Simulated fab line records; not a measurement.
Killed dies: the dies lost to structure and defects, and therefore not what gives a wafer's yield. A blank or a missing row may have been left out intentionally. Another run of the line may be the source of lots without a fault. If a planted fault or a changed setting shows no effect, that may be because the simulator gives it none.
Chamber matching -- flow nand-harc -- NHARC_A_BONDPAD_STRIP_15 on rie-diel-12 has 4 sister chambers
The step strips in O2. 8 wafers are shown with their chamber, then 7 later ones without.

WAFERS PAIRED WITH THEIR CHAMBERS
wafer,chamber,drypump-motor-current-A (A),rf-vpp-V (V)
L545.1,0,5.8,57.2
L549.5,1,5.7,57.5
L552.5,1,5.7,58.7
L559.2,2,5.6,57.3
L559.5,2,5.5,57.0
L564.4,3,5.9,58.7
L563.1,0,5.8,57.8
L563.2,3,5.9,58.7

WAFERS WHOSE CHAMBER IS MISSING
wafer,drypump-motor-current-A (A),rf-vpp-V (V)
L563.6,5.7,57.6
L566.1,5.8,57.8
L566.4,5.8,56.7
L566.6,5.6,57.1
L567.1,5.6,57.4
L567.3,5.9,58.4
L567.5,5.8,57.7

THE CHAMBER EACH PASSED THROUGH
wafer,from the rows above,in truth
L563.6,can't be placed: 1 or 0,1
L566.1,0,0
L566.4,0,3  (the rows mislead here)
L566.6,2,2
L567.1,can't be placed: 2 or 1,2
L567.3,3,3
L567.5,0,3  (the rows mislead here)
Correctly placed: 3 of 7. These rows do not allow placing 2 (true chamber among the candidates in 2). Placed wrongly: 2.
How it was worked out, from the rows above alone: a wafer's distance from a chamber is the root of the sum, over the readings, of the square of ((its reading less the chamber's mean) divided by the reading's scatter). The wafer belongs to the nearest chamber; if the next one is less than 2 further off, it can't be placed. A chamber's mean is the mean of its shown wafers. The scatter: the root of (the sum of the squares of (reading less its chamber's mean) over the shown wafers, divided by (wafers less chambers)).
